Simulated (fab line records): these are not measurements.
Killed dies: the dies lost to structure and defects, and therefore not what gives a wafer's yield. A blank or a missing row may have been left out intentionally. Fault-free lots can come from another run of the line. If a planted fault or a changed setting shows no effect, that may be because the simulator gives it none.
Lot-split experiment -- flow n5_finfet -- route with 1938 steps; 7 lots, 21 wafers read

== SPLIT DETAILS ==
At N5_BEOL_M4_PECVD_72 (deposits SiO2 from TEOS/O2, target thk 16 nm, time 18 s), the setting temp_c was moved away from the recipe's 400 C on 6 of the 21 wafers read, by -4.3% to +4.1%. This setting was run at the recipe's value on the other wafers.

The reading comes from the split's own step.

== THE READING ==
SiO2_of_BEOL_M4_PECVD_72.thk_nm (the simulator's own value, which no gauge read), in nm, at N5_BEOL_M4_PECVD_72 (deposits SiO2 from TEOS/O2, target thk 16 nm, time 18 s). The file does not state a usual value for it. Here, 15 wafers ran the recipe; their average is 15.9 nm with a standard deviation of 0.28 nm.

wafer,"tool, chamber at the split","temp_c as run, C",against the recipe,"SiO2_of_BEOL_M4_PECVD_72.thk_nm, nm",against lot-mates on the recipe
L074.4,"pecvd-03, 1,2",385,-3.7%,17.6,+1.6
L074.5,"pecvd-03, 1,2",385,-3.7%,17.6,+1.6
L074.6,"pecvd-03, 0",400,recipe,16,-
L075.2,"pecvd-01, 2",416.3,+4.1%,13.8,-1.6
L075.3,"pecvd-01, 1",400,recipe,15.4,-
L075.6,"pecvd-01, 1",416.3,+4.1%,14.2,-1.2
L078.2,"pecvd-03, 1",400,recipe,15.8,-
L078.4,"pecvd-03, 1,0",400,recipe,16,-
L078.6,"pecvd-03, 1,0",400,recipe,16,-
L080.1,"pecvd-03, 0",400,recipe,15.8,-
L080.4,"pecvd-03, 0",382.9,-4.3%,17.8,+1.8
L080.5,"pecvd-03, 1",400,recipe,16.2,-
L084.3,"pecvd-03, 1,0",400,recipe,16,-
L084.5,"pecvd-03, 1,0",400,recipe,16,-
L084.4,"pecvd-03, 2",400,recipe,16.2,-
L088.1,"pecvd-01, 0",400,recipe,15.4,-
L088.3,"pecvd-01, 2",400,recipe,15.6,-
L088.4,"pecvd-01, 2",400,recipe,16,-
L096.1,"pecvd-04, 1",384.7,-3.8%,17.6,+1.3
L096.2,"pecvd-04, 2",400,recipe,16.2,-
L096.6,"pecvd-04, 0",400,recipe,16.4,-
The file does not say which wafer passed through which chamber wherever a row lists several chambers: such a row stands for several wafers.

THE FIT
A straight line over all 21 wafers: SiO2_of_BEOL_M4_PECVD_72.thk_nm changes by -0.454 nm for each +1% of temp_c; r = -0.97; the points scatter about the line by 0.26 nm.
The same after taking each lot's own level away (the mean of its wafers on the recipe; 21 wafers): -0.38 nm for each +1%; r = -0.98; scatter 0.17 nm.
According to that fit, moving temp_c by its largest amount changes the reading by 1.6 nm.
The lots' own levels span 15.40 to 16.30 nm, that is 3.2 times the standard deviation above.
So the slope is not independent of the lot-to-lot level: the two fits are not the same.
Check: for one of the wafers moved furthest among these (-4.3%), held out of the fit, the line's prediction against its lot-mates is +1.62 nm. Against them it came out at +1.8 nm.

== OTHER SPLITS ON THESE WAFERS ==
These wafers also went through other splits before the reading. Each is held against what the fit with the lots' levels taken away leaves over:
other split on the same wafers,wafers away from the commonest value,r with SiO2_of_BEOL_M4_PECVD_72.thk_nm (lot level and that fit taken away)
N5_BEOL_M1_TRENCH_ETCH_37 bias_w,6,-0.18
N5_BEOL_M2_COAT_22 spin_rpm,5,-0.16
N5_BEOL_M2_DESCUM_33 time_s,7,+0.10
N5_BEOL_M3_ETCH_70 time_s,12,+0.15
N5_BEOL_M3_TRENCH_ETCH_37 bias_w,10,+0.12

== FILE'S OWN FIT ==
SiO2_of_BEOL_M4_PECVD_72.thk_nm changes by -0.383 nm for each +1% of temp_c, r = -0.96.
